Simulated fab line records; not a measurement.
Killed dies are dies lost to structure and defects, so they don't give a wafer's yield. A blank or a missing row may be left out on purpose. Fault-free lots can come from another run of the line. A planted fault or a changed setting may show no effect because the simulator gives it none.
fab line records ; flow n5Finfet
record lots=7; wafers=39
route steps=1938 shown DUMMY_GATE@228 SD_EPI_P@312 MOL_CONTACT_COAG@586
startH: start of the lot's first displayed wafer, in hours after the record's first day ; waitH: time in hours since the lot's previous step ; " the same as in the row above ; L1.1+2: a single row standing in for several wafers ; - no value present, or no start provided ; * or withheld: withheld ; < > ~ a bound
route shown NAME@n: names a module that has steps shown in the file, with the first one's number in the route ; usual: mean and standard deviation over wafers with no fault ; same: alike in all rows ; chamber/n: place in a boat ; sites: readings site by site ; _std_site: the standard deviation of these ; _edge_site: mean of outer sites minus mean of inner sites ; radiusMm: how far each site lies from the wafer's centre ; mask NAME#n: copy n ; behind: the most recent tool/chamber to have shaped the wafer ; hold: reason for holding the lot/hours on hold/outcome of the hold ; device: names the non-switching transistor (n, p or np) ; end of line: the same wafers' tests at the end of the route ; a step given without rows: its recipe and nothing more ; killed: not the wafer's yield, but the dies lost to structure and defects at the first sort ; map: the dies of a wafer, with x for killed, . for not killed, _ for no die there
set.NAME: the setting that was run; set.NAME@STEP: the one run at that earlier step ; model.NAME: the simulator's own value behind a step, which no gauge read
lots whose settings were changed on purpose; a table a step, a row a wafer
## steps
# step N5_DUMMY_GATE_EXPOSE_12
# recipe maskId=GATE; na=0.33; sourceShape=annular; sigmaInner=0.2; sigmaOuter=0.6; polarization=unpolarized; targetCdNm=25; doseMj=34
lot.wafer;tool;chamber;startH;waitH;mask;set.doseMj
L075.1+2+3+4+5+6;euvScanner-01;0;53.02;-;GATE#0;34
L080.1+4+5;euvScanner-01;0;84.33;-;GATE#0;34
L080.2+3+6;euvScanner-01;0;84.33;-;GATE#0;35.52
L082.1+5+6;euvScanner-01;0;95.78;-;GATE#0;34
L087.1+4+5;euvScanner-02;0;126.30;-;GATE#0;35.77
L087.2+3+6;euvScanner-02;0;126.30;-;GATE#0;34
L091.1+2+3+4+5+6;euvScanner-01;0;147.33;-;GATE#0;34
L093.1+2+4;euvScanner-01;0;159.42;-;GATE#0;34
L093.3+5+6;euvScanner-01;0;159.42;-;GATE#0;33.06
L094.1+4+6;euvScanner-02;0;169.38;-;GATE#0;36.6
L094.2+3+5;euvScanner-02;0;169.38;-;GATE#0;34
# step N5_DUMMY_GATE_PEB_13
# recipe pebTempC=100; pebTimeS=60; resist=CAR-EUV
# step N5_DUMMY_GATE_DEVELOP_14
# recipe developTimeS=30; developer=TMAH; resist=CAR-EUV; rinseLiquid=surfactantRinse; dry=airSpin; devTempC=23
# step N5_DUMMY_GATE_CD_MEAS_15
# recipe targetCdNm=25.8; landingEnergyEv=500; detector=seInlens
# usual cdNm=25.00/0.24
lot.wafer;tool;chamber;startH;waitH;set.doseMj@DUMMY_GATE_EXPOSE_12;cdNm
L075.1;cdSem-03;0;53.15;-;34;25.20
L075.2;cdSem-03;0;53.15;-;34;24.46
L075.3;cdSem-03;0;53.15;-;34;24.83
L075.4;cdSem-03;0;53.15;-;34;24.65
L075.5;cdSem-03;0;53.15;-;34;24.39
L075.6;cdSem-03;0;53.15;-;34;24.34
L080.1;cdSem-03;0;84.46;-;34;24.85
L080.2;cdSem-03;0;84.46;-;35.52;23.73
L080.3;cdSem-03;0;84.46;-;35.52;24.23
L080.4;cdSem-03;0;84.46;-;34;24.83
L080.5;cdSem-03;0;84.46;-;34;25.11
L080.6;cdSem-03;0;84.46;-;35.52;24.04
L082.1;cdSem-03;0;95.90;-;34;24.81
L082.5;cdSem-03;0;95.90;-;34;25.36
L082.6;cdSem-03;0;95.90;-;34;24.88
L087.1;cdSem-03;0;126.43;-;35.77;23.93
L087.2;cdSem-03;0;126.43;-;34;24.87
L087.3;cdSem-03;0;126.43;-;34;25.08
L087.4;cdSem-03;0;126.43;-;35.77;24.07
L087.5;cdSem-03;0;126.43;-;35.77;24.34
L087.6;cdSem-03;0;126.43;-;34;24.64
L091.1;cdSem-03;0;147.45;-;34;25.48
L091.2;cdSem-03;0;147.45;-;34;24.67
L091.3;cdSem-03;0;147.45;-;34;25.32
L091.4;cdSem-03;0;147.45;-;34;25.32
L091.5;cdSem-03;0;147.45;-;34;25.07
L091.6;cdSem-03;0;147.45;-;34;25.09
L093.1;cdSem-01;0;159.54;-;34;25.34
L093.2;cdSem-01;0;159.54;-;34;25.09
L093.3;cdSem-01;0;159.54;-;33.06;25.18
L093.4;cdSem-01;0;159.54;-;34;25.37
L093.5;cdSem-01;0;159.54;-;33.06;25.63
L093.6;cdSem-01;0;159.54;-;33.06;25.53
L094.1;cdSem-01;0;169.50;-;36.6;23.64
L094.2;cdSem-01;0;169.50;-;34;25.31
L094.3;cdSem-01;0;169.50;-;34;25.20
L094.4;cdSem-01;0;169.50;-;36.6;23.62
L094.5;cdSem-01;0;169.50;-;34;24.96
L094.6;cdSem-01;0;169.50;-;36.6;23.45
# step N5_DUMMY_GATE_ETCH_37
# recipe chemistry=N2/H2; target=SOC; targetDepthA=600; overetchA=300; tempC=40; ionEnergyEv=200; pressureMtorr=30; sourceW=840; biasW=150; n2FlowSccm=200; h2FlowSccm=200
# usual rfVppV=524.9/1.7
lot.wafer;tool;chamber;startH;waitH;set.sourceW;rfVppV
L075.1;rieDiel-05;2;53.48;0.0;771.1;540.9
L075.2;rieDiel-05;3;53.48;0.0;840;523.2
L075.3;rieDiel-05;1;53.48;0.0;840;525.0
L075.4;rieDiel-05;0;53.48;0.0;771.1;541.9
L075.5;rieDiel-05;1;53.48;0.0;840;525.3
L075.6;rieDiel-05;2;53.48;0.0;771.1;540.7
L080.1;rieDiel-06;1;84.74;0.0;907.9;513.3
L080.2;rieDiel-06;2;84.74;0.0;840;523.7
L080.3;rieDiel-06;0;84.74;0.0;907.9;513.0
L080.4;rieDiel-06;3;84.74;0.0;840;523.5
L080.5;rieDiel-06;1;84.74;0.0;907.9;512.4
L080.6;rieDiel-06;2;84.74;0.0;840;524.7
L082.1;rieDiel-05;0;96.18;0.0;840;529.8
L082.5;rieDiel-05;2;96.18;0.0;840;526.2
L082.6;rieDiel-05;3;96.18;0.0;840;522.8
L087.1;rieDiel-01;3;126.71;0.0;706.9;557.0
L087.2;rieDiel-01;2;126.71;0.0;840;522.3
L087.3;rieDiel-01;1;126.71;0.0;706.9;556.4
L087.4;rieDiel-01;3;126.71;0.0;706.9;555.0
L087.5;rieDiel-01;1;126.71;0.0;840;526.0
L087.6;rieDiel-01;2;126.71;0.0;840;523.2
L091.1;rieDiel-05;3;147.73;0.0;944.8;502.5
L091.2;rieDiel-05;2;147.73;0.0;840;526.3
L091.3;rieDiel-05;1;147.73;0.0;944.8;505.6
L091.4;rieDiel-05;0;147.73;0.0;944.8;507.8
L091.5;rieDiel-05;1;147.73;0.0;840;524.8
L091.6;rieDiel-05;2;147.73;0.0;840;523.4
L093.1;rieDiel-05;3;159.82;0.0;761.3;540.2
L093.2;rieDiel-05;1;159.82;0.0;761.3;542.5
L093.3;rieDiel-05;2;159.82;0.0;761.3;540.6
L093.4;rieDiel-05;0;159.82;0.0;840;526.2
L093.5;rieDiel-05;2;159.82;0.0;840;526.2
L093.6;rieDiel-05;1;159.82;0.0;840;524.3
L094.1;rieDiel-06;3;169.78;0.0;840;521.3
L094.2;rieDiel-06;1;169.78;0.0;840;527.2
L094.3;rieDiel-06;2;169.78;0.0;840;522.4
L094.4;rieDiel-06;0;169.78;0.0;840;524.4
L094.5;rieDiel-06;3;169.78;0.0;840;521.3
L094.6;rieDiel-06;2;169.78;0.0;840;523.8
# step N5_DUMMY_GATE_ETCH_32
# recipe chemistry=CF4; target=SiO2; targetDepthA=35; timeS=3.9; ionEnergyEv=350; pressureMtorr=10; icpW=800; biasW=400; cf4FlowSccm=80
lot.wafer;tool;chamber;startH;waitH;set.timeS;model.etch.depthNm
L075.1;rieSi-01;1;54.07;0.1;4.758;4.272
L075.2;rieSi-01;2;54.07;0.1;3.9;3.47
L075.3;rieSi-01;3;54.07;0.1;4.758;4.322
L075.4;rieSi-01;2;54.07;0.1;3.9;3.499
L075.5;rieSi-01;1;54.07;0.1;4.758;4.256
L075.6;rieSi-01;3;54.07;0.1;3.9;3.553
L080.1;rieSi-01;1;85.28;0.1;3.9;3.475
L080.2;rieSi-01;2;85.28;0.1;3.9;3.437
L080.3;rieSi-01;3;85.28;0.1;3.9;3.553
L080.4;rieSi-01;0;85.28;0.1;3.9;3.563
L080.5;rieSi-01;0;85.28;0.1;3.9;3.593
L080.6;rieSi-01;3;85.28;0.1;3.9;3.557
L082.1;rieSi-05;0;96.70;0.1;3.9;3.305
L082.5;rieSi-05;0;96.70;0.1;3.9;3.311
L082.6;rieSi-05;1;96.70;0.1;3.9;3.555
L087.1;rieSi-05;3;127.24;0.1;3.9;3.532
L087.2;rieSi-05;0;127.24;0.1;3.9;3.35
L087.3;rieSi-05;2;127.24;0.1;3.9;3.44
L087.4;rieSi-05;1;127.24;0.1;3.9;3.598
L087.5;rieSi-05;3;127.24;0.1;3.9;3.514
L087.6;rieSi-05;0;127.24;0.1;3.9;3.366
L091.1;rieSi-05;3;148.26;0.1;4.306;3.917
L091.2;rieSi-05;0;148.26;0.1;3.9;3.404
L091.3;rieSi-05;2;148.26;0.1;3.9;3.474
L091.4;rieSi-05;1;148.26;0.1;4.306;3.952
L091.5;rieSi-05;3;148.26;0.1;4.306;3.899
L091.6;rieSi-05;2;148.26;0.1;3.9;3.45
L093.1;rieSi-01;3;160.76;0.2;3.9;3.545
L093.2;rieSi-01;0;160.76;0.2;3.9;3.586
L093.3;rieSi-01;2;160.76;0.2;3.435;3.025
L093.4;rieSi-01;1;160.76;0.2;3.435;3.084
L093.5;rieSi-01;1;160.76;0.2;3.435;3.079
L093.6;rieSi-01;0;160.76;0.2;3.9;3.551
L094.1;rieSi-05;3;170.30;0.1;3.9;3.535
L094.2;rieSi-05;1;170.30;0.1;3.3;2.98
L094.3;rieSi-05;0;170.30;0.1;3.3;2.826
L094.4;rieSi-05;2;170.30;0.1;3.9;3.409
L094.5;rieSi-05;2;170.30;0.1;3.9;3.419
L094.6;rieSi-05;3;170.30;0.1;3.3;2.956
# step N5_SD_EPI_P_ETCH_16
# recipe chemistry=CHF3/O2; target=SiO2; targetDepthA=50; maskMaterial=SOC; pressureMtorr=30; sourceW=650; biasW=170; Ar_flow_sccm=200; CHF3_flow_sccm=50; O2_flow_sccm=5; ionEnergyEv=200
lot.wafer;tool;chamber;startH;waitH;set.targetDepthA;model.etch.depthNm
L075.1;rieDiel-05;3;60.98;0.1;50;4.949
L075.2;rieDiel-05;2;60.98;0.1;46.94;4.783
L075.3;rieDiel-05;1;60.98;0.1;50;5.094
L075.4;rieDiel-05;0;60.98;0.1;50;5.011
L075.5+6;rieDiel-05;2,1;60.98;0.1;46.94;4.748
L080.1;rieDiel-05;1;93.36;0.1;50;5.07
L080.2;rieDiel-05;2;93.36;0.1;50;5.12
L080.3;rieDiel-05;0;93.36;0.1;50;5.09
L080.4;rieDiel-05;3;93.36;0.1;47.03;4.772
L080.5;rieDiel-05;0;93.36;0.1;47.03;4.756
L080.6;rieDiel-05;3;93.36;0.1;47.03;4.723
L082.1;rieDiel-01;1;103.45;0.1;50;4.968
L082.5;rieDiel-01;3;103.45;0.1;50;5.055
L082.6;rieDiel-01;2;103.45;0.1;50;5.056
L087.1;rieDiel-05;1;133.84;0.1;50;5.053
L087.2;rieDiel-05;3;133.84;0.1;50;4.954
L087.3;rieDiel-05;2;133.84;0.1;48.23;4.846
L087.4;rieDiel-05;0;133.84;0.1;48.23;4.875
L087.5;rieDiel-05;3;133.84;0.1;48.23;4.734
L087.6;rieDiel-05;2;133.84;0.1;50;5.059
L091.1;rieDiel-05;0;154.87;0.1;44.89;4.524
L091.2;rieDiel-05;2;154.87;0.1;44.89;4.498
L091.3;rieDiel-05;1;154.87;0.1;44.89;4.534
L091.4;rieDiel-05;3;154.87;0.1;50;4.892
L091.5;rieDiel-05;1;154.87;0.1;50;5.059
L091.6;rieDiel-05;0;154.87;0.1;50;5.051
L093.1;rieDiel-06;0;168.04;0.1;50;4.759
L093.2;rieDiel-06;1;168.04;0.1;47.65;4.626
L093.3;rieDiel-06;2;168.04;0.1;50;4.821
L093.4;rieDiel-06;3;168.04;0.1;50;5.071
L093.5;rieDiel-06;0;168.04;0.1;47.65;4.547
L093.6;rieDiel-06;3;168.04;0.1;47.65;4.82
L094.1;rieDiel-05;3;177.23;0.1;50;4.869
L094.2;rieDiel-05;1;177.23;0.1;50;5.055
L094.3;rieDiel-05;2;177.23;0.1;45.46;4.534
L094.4;rieDiel-05;0;177.23;0.1;50;5.049
L094.5;rieDiel-05;3;177.23;0.1;45.46;4.473
L094.6;rieDiel-05;2;177.23;0.1;45.46;4.544
# step N5_MOL_CONTACT_COAG_VIA_ETCH_46
# recipe chemistry=C4F6/O2; targetDepthA=460; overetchA=92; maskMaterial=SOC; target=SiO2; biasW=455; pressureMtorr=10; timeS=40; sourceW=325; Ar_flow_sccm=300; C4F6_flow_sccm=10; O2_flow_sccm=10; ionEnergyEv=575.3; ends=endPoint
# usual rfVppV=1606/28
lot.wafer;tool;chamber;startH;waitH;set.biasW;rfVppV
L075.1;rieDiel-02;1;107.72;0.0;455;1586
L075.2;rieDiel-02;2;107.72;0.0;455;1569
L075.3;rieDiel-02;0;107.72;0.0;411.5;1472
L075.4;rieDiel-02;3;107.72;0.0;411.5;1507
L075.5;rieDiel-02;3;107.72;0.0;455;1624
L075.6;rieDiel-02;2;107.72;0.0;411.5;1455
L080.1;rieDiel-03;2;139.18;0.0;455;1657
L080.2;rieDiel-03;0;139.18;0.0;455;1630
L080.3;rieDiel-03;3;139.18;0.0;455;1575
L080.4;rieDiel-03;2;139.18;0.0;455;1656
L080.5;rieDiel-03;0;139.18;0.0;455;1629
L080.6;rieDiel-03;3;139.18;0.0;455;1575
L082.1;rieDiel-02;3;145.69;0.0;455;1624
L082.5;rieDiel-02;3;145.69;0.0;455;1622
L082.6;rieDiel-02;2;145.69;0.0;455;1568
L087.1;rieDiel-02;3;178.95;0.0;536.5;1832
L087.2;rieDiel-02;2;178.95;0.0;455;1568
L087.3;rieDiel-02;0;178.95;0.0;455;1585
L087.4;rieDiel-02;3;178.95;0.0;455;1622
L087.5;rieDiel-02;0;178.95;0.0;536.5;1790
L087.6;rieDiel-02;2;178.95;0.0;536.5;1772
L091.1;rieDiel-04;1;200.32;0.0;484.2;1706
L091.2;rieDiel-04;2;200.32;0.0;455;1585
L091.3;rieDiel-04;3;200.32;0.0;484.2;1664
L091.4;rieDiel-04;3;200.32;0.0;455;1589
L091.5;rieDiel-04;1;200.32;0.0;484.2;1703
L091.6;rieDiel-04;2;200.32;0.0;455;1586
L093.1;rieDiel-04;3;209.84;0.0;455;1588
L093.2;rieDiel-04;1;209.84;0.0;381.4;1425
L093.3;rieDiel-04;0;209.84;0.0;455;1607
L093.4;rieDiel-04;2;209.84;0.0;381.4;1388
L093.5;rieDiel-04;0;209.84;0.0;455;1607
L093.6;rieDiel-04;1;209.84;0.0;381.4;1426
L094.1;rieDiel-04;2;226.83;0.0;455;1584
L094.2;rieDiel-04;0;226.83;0.0;455;1608
L094.3;rieDiel-04;3;226.83;0.0;497.4;1697
L094.4;rieDiel-04;1;226.83;0.0;497.4;1739
L094.5;rieDiel-04;1;226.83;0.0;497.4;1738
L094.6;rieDiel-04;2;226.83;0.0;455;1584
# step N5_MOL_CONTACT_COAG_CVD_140
# recipe material=W; targetThkA=665; mode=selectiveFill; tempC=300; timeS=215
lot.wafer;tool;chamber;startH;waitH;set.targetThkA;model.W_of_MOL_CONTACT_COAG_CVD_140.thkNm
L075.1;cvdW-01;1;110.50;0.1;631.6;63.4
L075.2+3;cvdW-01;0;110.50;0.1;665;67.6
L075.4;cvdW-01;1;110.50;0.1;665;66.8
L075.5;cvdW-01;1;110.50;0.1;631.6;63.8
L075.6;cvdW-01;0;110.50;0.1;631.6;65
L080.1;cvdW-01;1;141.24;0.1;665;65.4
L080.2;cvdW-01;0;141.24;0.1;582.5;57.8
L080.3;cvdW-01;1;141.24;0.1;665;65.8
L080.4;cvdW-01;0;141.24;0.1;582.5;57.2
L080.5;cvdW-01;0;141.24;0.1;582.5;58
L080.6;cvdW-01;1;141.24;0.1;665;64.8
L082.1;cvdW-02;1;147.76;0.1;665;66.4
L082.5;cvdW-02;1;147.76;0.1;665;66.2
L082.6;cvdW-02;0;147.76;0.1;665;65.2
L087.1;cvdW-01;1;181.52;0.1;665;66.2
L087.2;cvdW-01;0;181.52;0.1;665;66.4
L087.3;cvdW-01;1;181.52;0.1;665;66
L087.4+6;cvdW-01;0;181.52;0.1;665;66.8
L087.5;cvdW-01;1;181.52;0.1;665;66.6
L091.1;cvdW-01;1;202.19;0.1;665;67.2
L091.2;cvdW-01;0;202.19;0.1;665;66.4
L091.3;cvdW-01;0;202.19;0.1;665;68.2
L091.4+5;cvdW-01;1;202.19;0.1;665;67.4
L091.6;cvdW-01;0;202.19;0.1;665;67.6
L093.1;cvdW-01;0;211.79;0.1;665;66.8
L093.2;cvdW-01;1;211.79;0.1;665;66.4
L093.3;cvdW-01;0;211.79;0.1;665;67.8
L093.4;cvdW-01;1;211.79;0.1;665;66.6
L093.5+6;cvdW-01;0,1;211.79;0.1;665;67.2
L094.1;cvdW-01;0;229.03;0.1;665;67.8
L094.2;cvdW-01;1;229.03;0.1;584.6;59
L094.3;cvdW-01;0;229.03;0.1;584.6;59.4
L094.4;cvdW-01;1;229.03;0.1;665;66.6
L094.5;cvdW-01;1;229.03;0.1;584.6;58.4
L094.6;cvdW-01;0;229.03;0.1;665;67
# step N5_MOL_CONTACT_COAG_ANNEAL_112
# recipe tempC=400; timeS=1800; ambient=HPD2; pressureAtm=10
# usual wafer_temp_C_max=402.9/0.6
lot.wafer;tool;chamber;startH;waitH;set.tempC;wafer_temp_C_max
L075.1;hpAnneal-01;0;111.14;0.0;400;404.0
L075.2;hpAnneal-01;0;111.14;0.0;400;402.4
L075.3;hpAnneal-01;0;111.14;0.0;400;402.2
L075.4;hpAnneal-01;0;111.14;0.0;400;402.8
L075.5;hpAnneal-01;0;111.14;0.0;400;402.6
L075.6;hpAnneal-01;0;111.14;0.0;400;402.4
L080.1;hpAnneal-01;0;141.89;0.0;394.9;398.1
L080.2;hpAnneal-01;0;141.89;0.0;394.9;397.5
L080.3;hpAnneal-01;0;141.89;0.0;394.9;397.9
L080.4;hpAnneal-01;0;141.89;0.0;394.9;397.4
L080.5;hpAnneal-01;0;141.89;0.0;394.9;397.0
L080.6;hpAnneal-01;0;141.89;0.0;394.9;398.2
L082.1;hpAnneal-01;0;149.87;1.5;400;403.5
L082.5;hpAnneal-01;0;149.87;1.5;400;403.3
L082.6;hpAnneal-01;0;149.87;1.5;400;403.6
L087.1;hpAnneal-01;0;182.17;0.0;392.6;396.0
L087.2;hpAnneal-01;0;182.17;0.0;392.6;394.9
L087.3;hpAnneal-01;0;182.17;0.0;392.6;395.6
L087.4;hpAnneal-01;0;182.17;0.0;392.6;395.9
L087.5;hpAnneal-01;0;182.17;0.0;392.6;394.5
L087.6;hpAnneal-01;0;182.17;0.0;392.6;395.5
L091.1;hpAnneal-01;0;203.11;0.2;400;402.6
L091.2;hpAnneal-01;0;203.11;0.2;400;402.3
L091.3;hpAnneal-01;0;203.11;0.2;400;401.6
L091.4;hpAnneal-01;0;203.11;0.2;400;402.8
L091.5;hpAnneal-01;0;203.11;0.2;400;402.9
L091.6;hpAnneal-01;0;203.11;0.2;400;402.2
L093.1;hpAnneal-01;0;212.44;0.0;400;403.9
L093.2;hpAnneal-01;0;212.44;0.0;400;402.6
L093.3;hpAnneal-01;0;212.44;0.0;400;402.3
L093.4;hpAnneal-01;0;212.44;0.0;400;402.4
L093.5;hpAnneal-01;0;212.44;0.0;400;403.3
L093.6;hpAnneal-01;0;212.44;0.0;400;403.4
L094.1;hpAnneal-01;0;230.16;0.0;408.4;411.6
L094.2;hpAnneal-01;0;230.16;0.0;408.4;410.4
L094.3;hpAnneal-01;0;230.16;0.0;408.4;411.6
L094.4;hpAnneal-01;0;230.16;0.0;408.4;411.3
L094.5;hpAnneal-01;0;230.16;0.0;408.4;410.3
L094.6;hpAnneal-01;0;230.16;0.0;408.4;411.5
## key
split step=N5_DUMMY_GATE_EXPOSE_12; setting=doseMj; stated=34; by=wafer
response step=N5_DUMMY_GATE_CD_MEAS_15; reading=cdNm; change=-0.183; per=1%; r=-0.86
split step=N5_DUMMY_GATE_ETCH_37; setting=sourceW; stated=840; by=wafer
response step=N5_DUMMY_GATE_ETCH_37; reading=rfVppV; change=-1.8; per=1%; r=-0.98
split step=N5_DUMMY_GATE_ETCH_32; setting=timeS; stated=3.9; by=wafer
response step=N5_DUMMY_GATE_ETCH_32; reading=model.etch.depthNm; change=+0.0373; per=1%; r=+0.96
split step=N5_SD_EPI_P_ETCH_16; setting=targetDepthA; stated=50; by=wafer
response step=N5_SD_EPI_P_ETCH_16; reading=model.etch.depthNm; change=+0.0496; per=1%; r=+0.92
split step=N5_MOL_CONTACT_COAG_VIA_ETCH_46; setting=biasW; stated=455; by=wafer
response step=N5_MOL_CONTACT_COAG_VIA_ETCH_46; reading=rfVppV; change=+12.1; per=1%; r=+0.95
split step=N5_MOL_CONTACT_COAG_CVD_140; setting=targetThkA; stated=665; by=wafer
response step=N5_MOL_CONTACT_COAG_CVD_140; reading=model.W_of_MOL_CONTACT_COAG_CVD_140.thkNm; change=+0.648; per=1%; r=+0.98
split step=N5_MOL_CONTACT_COAG_ANNEAL_112; setting=tempC; stated=400; by=lot
response step=N5_MOL_CONTACT_COAG_ANNEAL_112; reading=wafer_temp_C_max; change=*; per=1%; r=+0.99
